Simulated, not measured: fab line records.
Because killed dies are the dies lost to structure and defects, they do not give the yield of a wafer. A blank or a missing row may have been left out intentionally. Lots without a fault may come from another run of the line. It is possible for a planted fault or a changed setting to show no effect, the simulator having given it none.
fab line records | flow n5Finfet
[record] lots = 4 wafers = 12 lastDay = 18
route steps=1938 shown BEOL_M6@1248 BEOL_M7@1263 PASSIVATION@1936
lots that met no fault: from a run of the same line without faults
startH: start of the lot's first displayed wafer, in hours after the record's first day | waitH: hours from the lot's prior step to this one | " identical to the entry in the row above | L1.1+2: several wafers, shown together as one row | - no value, or no start was given | * or withheld: withheld | < > ~ a bound
route shown NAME@n: names a module that has steps shown in the file, with the first one's number in the route | usual: average and standard deviation across the fault-free wafers | same: alike in all rows | chamber/n: place in a boat | sites: the reading at each site | _std_site: their standard deviation | _edge_site: inner sites' mean taken away from outer sites' mean | radiusMm: how far each site lies from the wafer's centre | mask NAME#n: copy n | behind: tool/chamber where the wafer was last shaped | hold: why the lot went on hold/how many hours it stayed there/how the hold came to an end | device: which transistor (n, p or np) failed to switch | end of line: tests run on the same wafers once the route is complete | for a step that has no rows: nothing shown but its recipe | killed: the dies lost at the first sort to structure and to defects; this is not the yield of the wafer | map: the dies of a wafer, with x for killed, . for not killed, _ for no die there
set.NAME: setting as actually run; set.NAME@STEP: the setting as run at that earlier step | model.NAME: the simulator's own value behind a step, which no gauge read
certain route steps with their lots: each step a table, each wafer a row
services: when a tool's chamber went out of use (startH, in hours from the record's first day, below 0 if earlier), for how many hours, and the reason
[[steps]]
[step N5_BEOL_M6_CURE_75]
[recipe] tempC = 370 timeS = 120 ambient = DMADMS/He material = SiCOH_lowk
[step N5_BEOL_M6_DEGAS_44]
[recipe] ambient = vacuum tempC = 250 timeS = 60
[step N5_BEOL_M6_PRE_CLEAN_45]
[recipe] gas = H2/He timeS = 30 tempC = 250
[step N5_BEOL_M6_ALD_77]
[recipe] material = TaN targetThkA = 20 tempC = 275 aldPrecursorFamily = PDMAT aldCoReactant = NH3 pressureTorr = 3 carrierFlowSccm = 1500 pulseTimeS = 2 purgeTimeS = 3 coReactantPurgeTimeS = 2 coReactantPulseTimeS = 3 aldCycles = 40 precursorVesselTempC = 75 precursorVesselPressureTorr = 26.25 precursorVesselCarrierSccm = 1000
[step N5_BEOL_M6_SURFACE_TREAT_79]
[recipe] gas = Ar timeS = * ionEnergyEv = * ionCurrentMaCm2 = 0.5 pressureMtorr = * arFlowSccm = 30
[step N5_BEOL_M6_CVD_78]
[recipe] material = Co targetThkA = 20 tempC = withheld precursor = CCTBA/H2 pressureTorr = 30 timeS = 142.3
[step N5_BEOL_M6_SPUTTER_48]
[recipe] material = Cu targetThkA = 100 tempC = -20 biasV = 60 powerW = 26000 chamberPressurePa = 0.13 timeS = 1.667
[step N5_BEOL_M6_ECD_50]
[recipe] material = Cu targetThkA = 3000
[step N5_BEOL_M6_ANNEAL_51]
[recipe] tempC = 225 timeS = 90 ambient = N2
[step N5_BEOL_M6_CMP_52]
[recipe] stopOn = SiCOH_lowk tOverpolishS = 6.9 downForcePsi = 1 platenRpm = 50 clearingPlatenDownForcePsi = 1.5 clearingPlatenRpm = 50 postCmpClean = cuAlkaline targetThkNm = 80 clearingPlatenPadVelocityMS = 0.99484 padVelocityMS = 0.99484
[step N5_BEOL_M6_PRE_CLEAN_55]
[recipe] gas = NH3 timeS = 15 tempC = withheld rfPowerW = 300
[step N5_BEOL_M6_DEP_56]
[recipe] material = SiCN targetThkA = 100 tempC = withheld precursor = 3MS/NH3 pressureTorr = 3 rfW = 202 timeS = 17.5
[usual] rfFwdPowerW = 199.9/0.75 showerheadPlenumPTorr = 3.669/0.017 throttleValvePct = 9.2/0.7
// columns lot.wafer tool chamber startH waitH rfFwdPowerW showerheadPlenumPTorr sinceWetCleanH throttleValvePct
L347.3 pecvd-04 1 198.95 0.0 200.5 3.657 1990 9.6
L347.4 " 2 " " 199.9 3.679 - 8.7
L347.6 " 1 " " 200.5 3.653 - 9.6
L351.1 pecvd-04 1 229.01 0.0 199.2 3.661 2020 9.4
L351.3 " 0 " " 198.9 3.651 1295 10.1
L351.4 " 0 " " 199.2 3.657 - 10.0
L355.1 pecvd-04 0 238.37 0.0 200.0 3.646 1305 10.1
L355.3 " 1 " " 200.2 3.657 2030 9.5
L355.6 " 1 " " 200.1 3.643 - 9.3
L366.1 pecvd-01 1 338.10 0.0 199.7 3.678 1767 8.8
L366.3 " 2 " " 200.0 3.675 288 8.2
L366.4 " 0 " " 199.6 3.657 - 9.0
[step N5_BEOL_M6_INSPECT_58]
[recipe] inspectInstrument = darkfield mode = postDep
[usual] rawDefectCount = 69/20
// columns lot.wafer tool chamber startH waitH rawDefectCount
L347.3 defectInspect-02 - 199.05 0.0 70
L347.4 " - " " 80
L347.6 " - " " 62
L351.1 defectInspect-02 - 229.11 0.0 457
L351.3 " - " " 56
L351.4 " - " " 65
L355.1 defectInspect-01 - 238.46 0.0 79
L355.3 " - " " 574
L355.6 " - " " 544
L366.1 defectInspect-01 - 338.19 0.0 42
L366.3 " - " " 92
L366.4 " - " " 49
[step N5_BEOL_M7_ILD_DEP_00]
[recipe] material = SiCOH_lowk targetThkA = 1797.5 tempC = 300 precursor = DEMS/porogen pressureTorr = 5 rfW = 500 timeS = 33.4
[step N5_BEOL_M7_CURE_74]
[recipe] tempC = 385 timeS = 240 ambient = He/Ar material = SiCOH_lowk
[step N5_BEOL_M7_PECVD_70]
[recipe] material = SiO2 targetThkA = 200 tempC = 400 precursor = TEOS/O2 pressureTorr = 5.5 rfW = 450 teosFlowSccm = 53.8 gas = O2 flowSccm = 3000 timeS = 22.7
[step N5_BEOL_M7_HM_DEP_02]
[recipe] material = TiN targetThkA = 200 tempC = 25 chamberPressurePa = 0.49996
[step N5_BEOL_M7_COAT_59]
[recipe] resist = SOC tempC = 250 timeS = 60 spinRpm = 1500 resistThkNm = 100
[step N5_BEOL_M7_COAT_60]
[recipe] resist = SiARC tempC = 220 timeS = 60 spinRpm = 1500 resistThkNm = 35
[step N5_BEOL_M7_COAT_05]
[recipe] resist = CAR-ArF spinRpm = 1500 resistThkNm = 90
[step N5_BEOL_M7_EBR_07]
[recipe] solvent = PGMEA ebrWidthMm = 1.5
[step N5_BEOL_M7_SOFTBAKE_06]
[recipe] tempC = 110 timeS = 60 resist = CAR-ArF
[step N5_BEOL_M7_EXPOSE_08]
[recipe] maskId = M7 na = 1.35 sourceShape = dipole sigmaInner = 0.817 sigmaOuter = 0.97 polarization = te doseMj = 68.25
[step N5_BEOL_M7_PEB_09]
[recipe] pebTempC = withheld pebTimeS = 60 resist = CAR-ArF
[step N5_BEOL_M7_DEVELOP_10]
[recipe] developTimeS = 30 developer = TMAH resist = CAR-ArF rinseLiquid = diw dry = airSpin devTempC = 23
[step N5_BEOL_M7_INSPECT_13]
[recipe] mode = adi inspectInstrument = brightfield
[usual] rawDefectCount = 420/97
// columns lot.wafer tool chamber startH waitH rawDefectCount
L347.3 defectInspect-02 - 201.54 0.0 379
L347.4 " - " " 380
L347.6 " - " " 452
L351.1 defectInspect-02 - 231.82 0.0 864
L351.3 " - " " 381
L351.4 " - " " 423
L355.1 defectInspect-02 - 240.54 0.0 509
L355.3 " - " " 940
L355.6 " - " " 878
L366.1 defectInspect-01 - 340.11 0.0 188
L366.3 " - " " 340
L366.4 " - " " 217
[step N5_BEOL_M7_DESCUM_16]
[recipe] chemistry = O2 timeS = 7.9 sourcePowerW = 50 biasPowerW = 20 pressureMtorr = 20 rfFrequencyHz = 2.712e+07 tempC = 40 resist = CAR-ArF o2FlowSccm = 225
[step N5_BEOL_M7_ETCH_61]
[recipe] chemistry = CF4 target = SiARC targetDepthA = 455 maskMaterial = CAR-ArF timeS = 75.8 ionEnergyEv = 80 pressureMtorr = 40 sourceW = 545 biasW = 36 Ar_flow_sccm = 100 cf4FlowSccm = 100 ends = cleared
[step N5_BEOL_M7_ETCH_62]
[recipe] chemistry = N2/H2 target = SOC targetDepthA = 1100 overetchA = 220 maskMaterial = SiARC tempC = 40 timeS = 165 ionEnergyEv = 200 pressureMtorr = 30 sourceW = 840 biasW = 150 n2FlowSccm = 200 h2FlowSccm = 200
[step N5_BEOL_M7_STRIP_68]
[recipe] chemistry = N2/H2 tempC = 40 n2FlowSccm = 200 h2FlowSccm = 200 rfFrequencyHz = 6e+07
[step N5_BEOL_M7_STRIP_67]
[recipe] chemistry = CF4 resist = SiARC powerW = 300 biasPowerW = 75 pressureMtorr = 50 cf4FlowSccm = 150 rfFrequencyHz = 6e+07
[step N5_BEOL_M7_HM_OPEN_17]
[recipe] chemistry = Cl2/BCl3 targetDepthA = 200 overetchA = 60 target = TiN maskMaterial = SOC ionEnergyEv = 150 pressureMtorr = 10 icpW = 1000 biasW = 126 Cl2_flow_sccm = 53.25 bcl3FlowSccm = 21.75 Ar_flow_sccm = 25
[step N5_BEOL_M7_STRIP_19]
[recipe] chemistry = O2 powerW = 400 tempC = 40 pressureMtorr = 30 rfFrequencyHz = 6e+07 biasPowerW = 0 overashFraction = 0.2 o2FlowSccm = 225
[step N5_BEOL_M7_COAT_63]
[recipe] resist = SOC tempC = 250 timeS = 60 spinRpm = 1500 resistThkNm = 60
[step N5_BEOL_M7_COAT_64]
[recipe] resist = SiARC tempC = 220 timeS = 60 spinRpm = 1500 resistThkNm = 12
[step N5_BEOL_M7_COAT_71]
[recipe] resist = underlayer tempC = 205 timeS = 60 spinRpm = 1500 resistThkNm = 5
[step N5_BEOL_M7_INSPECT_30]
[recipe] mode = adi inspectInstrument = brightfield
[usual] rawDefectCount = 422/90
// columns lot.wafer tool chamber startH waitH rawDefectCount
L347.3 defectInspect-02 - 203.76 0.0 374
L347.4 " - " " 388
L347.6 " - " " 461
L351.1 defectInspect-01 - 234.58 0.1 830
L351.3 " - " " 332
L351.4 " - " " 410
L355.1 defectInspect-02 - 241.99 0.1 497
L355.3 " - " " 945
L355.6 " - " " 851
L366.1 defectInspect-01 - 341.28 0.1 234
L366.3 " - " " 339
L366.4 " - " " 220
[step N5_PASSIVATION_PROBE_49]
[usual] defectLimitedYield = 91.3/1.7 killed_at_M0_to_M3 = 33/9.9 killed_at_M4_up = 14/6.4 killedAtContacts = 12/7 killedAtFrontEnd = 41/13 killedAtOther = 3.1/2.9 killedDies = 103/20 killedOnRim = 13/4 killedOpen = 67/14 killedShort = 34/9.4 sort_bin_5_function = 5.1/1.1 sort_bin_6_memory = 3.2/0.79 sort_bin_8_speed = 0.02/0.15 sortNPass = 1077/21 sortYieldPct = 91.2/1.7
[same] grossDies = 1180 killedAtBackSide = 0 sort_bin_4_leakage[%] = 0
// columns lot.wafer tool chamber startH waitH defectLimitedYield[%] killed_at_M0_to_M3 killed_at_M4_up killedAtContacts killedAtFrontEnd killedAtOther killedDies killedOnRim killedOpen killedShort sort_bin_5_function[%] sort_bin_6_memory[%] sort_bin_8_speed[%] sortNPass sortYieldPct[%]
L351.1 prober-02 - 302.87 0.0 86.4 32 85 9 34 1 161 25 59 26 8.7 3.3 0 1019 86.4
L351.3 prober-02 - 302.97 0.1 92.1 37 9 6 38 3 93 7 62 31 4.2 3.1 0 1087 92.1
L351.4 prober-02 - 303.02 0.2 88.5 52 15 9 60 0 136 19 83 47 7.0 4.0 0 1044 88.5
L355.1 prober-02 - 317.36 0.0 89.7 43 20 5 50 3 121 20 77 37 6.0 3.6 0 1059 89.7
L355.3 prober-02 - 317.46 0.1 84.9 21 114 8 32 3 178 25 63 28 9.2 4.2 0 1002 84.9
L355.6 prober-02 - 317.61 0.3 84.7 21 95 11 54 0 181 27 59 39 9.1 3.7 0 999 84.7
L366.1 prober-01 - 437.68 0.0 92.0 25 16 10 42 1 94 14 68 24 5.6 2.3 0 1086 92.0
L366.3 prober-01 - 437.78 0.1 91.4 26 6 17 49 3 101 8 60 40 5.3 2.7 0 1079 91.4
L366.4 prober-01 - 437.83 0.2 92.0 23 17 8 43 3 94 15 68 26 4.7 3.0 0 1086 92.0
// killed by level:class
L351.1 BEOL_M6:unspecified=75 MOL_CONTACT_COAG:geometricParticle:open=9 STI_FIN_REVEAL:geometricParticle:open=8 FIN_SAQP:geometricParticle:open=7 BEOL_M1:geometricParticle:open=7 FIN_SAQP:geometricParticle:short=6 BEOL_M0_SAQP:geometricParticle:open=6 BEOL_M2:geometricParticle:open=5
L351.3 STI_FIN_REVEAL:geometricParticle:open=8 DUMMY_GATE:geometricParticle:open=7 GATE_CUT:geometricParticle:short=7 BEOL_M3:geometricParticle:open=7 BEOL_M1:geometricParticle:open=7 BEOL_M2:geometricParticle:open=6 BEOL_M0_SAQP:geometricParticle:open=5 FIN_SAQP:geometricParticle:short=4
L351.4 FIN_SAQP:geometricParticle:short=19 STI_FIN_REVEAL:geometricParticle:open=15 BEOL_M1:geometricParticle:open=10 BEOL_M2:geometricParticle:open=9 FIN_SAQP:geometricParticle:open=8 DUMMY_GATE:geometricParticle:open=7 MOL_CONTACT_COAG:geometricParticle:open=7 BEOL_M0:geometricParticle:open=6
L355.1 FIN_SAQP:geometricParticle:open=14 BEOL_M0_SAQP:geometricParticle:short=12 BEOL_M4:geometricParticle:open=11 BEOL_M1:geometricParticle:open=10 FIN_SAQP:geometricParticle:short=7 BEOL_M2:geometricParticle:open=6 HKMG_FIN:areaEtch=6 MOL_CONTACT_COAG:geometricParticle:open=5
L355.3 BEOL_M6:unspecified=86 BEOL_M4:geometricParticle:open=18 FIN_SAQP:geometricParticle:open=7 FIN_SAQP:geometricParticle:short=6 BEOL_M0_SAQP:geometricParticle:open=6 MOL_CONTACT_COAG:geometricParticle:short=5 BEOL_M2:geometricParticle:open=5 DUMMY_GATE:geometricParticle:open=4
L355.6 BEOL_M6:unspecified=79 FIN_SAQP:geometricParticle:short=16 FIN_SAQP:geometricParticle:open=12 BEOL_M4:geometricParticle:open=10 MOL_CONTACT_COAG:geometricParticle:open=9 BEOL_M2:geometricParticle:open=8 STI_FIN_REVEAL:geometricParticle:open=6 STARTING-WAFER:geometricParticle:short=5
L366.1 FIN_SAQP:geometricParticle:open=16 FIN_SAQP:geometricParticle:short=9 STI_FIN_REVEAL:geometricParticle:open=9 MOL_CONTACT_COAG:geometricParticle:open=8 BEOL_M0_SAQP:geometricParticle:open=8 BEOL_M0_SAQP:geometricParticle:short=7 BEOL_M4:geometricParticle:open=6 BEOL_M2:geometricParticle:open=4
L366.3 MOL_CONTACT_COAG:geometricParticle:open=14 STI_FIN_REVEAL:geometricParticle:open=13 BEOL_M0_SAQP:geometricParticle:short=11 FIN_SAQP:geometricParticle:open=9 FIN_SAQP:geometricParticle:short=8 STARTING-WAFER:geometricParticle:short=5 DUMMY_GATE:geometricParticle:open=3 MOL_CONTACT_COAG:geometricParticle:short=3
L366.4 FIN_SAQP:geometricParticle:open=14 STI_FIN_REVEAL:geometricParticle:open=9 BEOL_M0:geometricParticle:open=6 MOL_CONTACT_COAG:geometricParticle:open=5 BEOL_M0_SAQP:geometricParticle:short=5 GATE_CUT:geometricParticle:short=4 BEOL_M0_SAQP:geometricParticle:open=4 BEOL_M1:geometricParticle:open=4
// map L351.1 (x killed, . not)
_________________............________________
______________x.............x.x._____________
___________...........x............__________
__________...........x....x........._________
________..x.....x........x............_______
_______........x..x.........x..........______
______.......x..............x..........._____
_____.......x...........x......x.........____
____.........................xx...........___
___......x...........x.......x......x......__
___.x..........x.....x...................x.__
__xxxx..........x............x....xx........_
__xxxxx..x.........x..x...........x........._
_xxxxxx.x.x......x...........................
_xxxxxxxx...x....x.....x.....xx..............
_xxxxxxx........x......x................x....
_xxxxxxxxx.......................x....x......
_xxxxxxxx....................................
_xxxxxxxxx...x..x......x....x................
_xxxxxx.xx.................x................x
_xxxxxx...x.........x..........x.............
__x..x.xx.......x.......................x..._
__....................................xx...._
___x..x..x.....x...........................__
___.x.................x......x............x__
____.......x...x...x......................___
_____..............x........x...x........____
______.................................._____
_______.......x..............x.......x.______
________.......x................x....._______
__________...........x..x......x..x._________
___________........................__________
______________.....x.......x...._____________
_________________...x........________________
// map L355.6 (x killed, . not)
_________________..x........x________________
______________.x.....x.........._____________
___________....x.....x.............__________
__________.........x.....x.......x.._________
________....x................x........_______
_______...............................x______
______............x.............x......._____
_____..x...x.x........x..x.....x........x____
____..............x........x......x...x...___
___..x........................x............__
___...x..............x..........x........x.__
__xxxx..............x....................xxx_
__xxxxx.xx...x.....x........................_
_xxxxxxxx.x..x.........x.....................
_xxxxxxxxx...................x...............
_xxxxxxxx......x.......................x.....
_xxxxxxxxx.............x......x....x.........
_xxxxxxxxx.x..........x......................
_xxxxxxxxx.x.x....x..x.......x............xx.
_xxxxxxx.................x..x.....x..........
_xxxxxxxxx.x............x....x..........x.x..
__xxx.............x.......x.....x..........._
__x..x.............x............x..........._
___..x........x..............x..x..........__
___x.........................x......x......__
____..x................x..................___
_____..................x........x....x...____
______.........................x.......x_____
_______............x...x.............x.______
________.....x...........x....x......._______
__________..x...........x.......x..._________
___________.............x.....x....__________
______________.......x.....x.x.._____________
_________________x...........________________
[[services]]
// columns tool chamber startH hours kind
pecvd-01 1 176.64 5.5 scheduledDown
pecvd-01 2 217.52 5.5 scheduledDown
pecvd-04 0 231.97 6.2 repair
pecvd-01 0 233.33 2.1 scheduledDown
pecvd-01 2 258.14 2.1 scheduledDown
pecvd-04 1 281.92 2.1 scheduledDown
pecvd-01 0 296.54 5.5 scheduledDown
pecvd-04 2 311.99 5.5 scheduledDown
[[key]]
[firstSign] step = N5_BEOL_M6_INSPECT_58 reading = rawDefectCount direction = up sigmas = 23 usual = 69 struck = 525
[effect] step = N5_BEOL_M7_INSPECT_13 reading = rawDefectCount direction = up sigmas = 4.9 usual = 420 struck = 894
[effect] step = N5_BEOL_M7_INSPECT_30 reading = rawDefectCount direction = up sigmas = 5 usual = 422 struck = 875
[effect] step = N5_PASSIVATION_PROBE_49 reading = killed_at_M4_up direction = up sigmas = 13 usual = 14 struck = 98
[moreKillsBornAt] N5_BEOL_M6_DEP_56@pecvd-04 = 240
metAt N5_BEOL_M6_DEP_56
struckWafers L351.1,L355.3,L355.6
onsetBetween 198.95 229.01
[fault] kind = chamberParticleSource tool = pecvd-04 chamber = 1 onsetH = 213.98 steps = N5_BEOL_M6_DEP_56 ratePerVisitCm2 = 0.73182 endH = 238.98
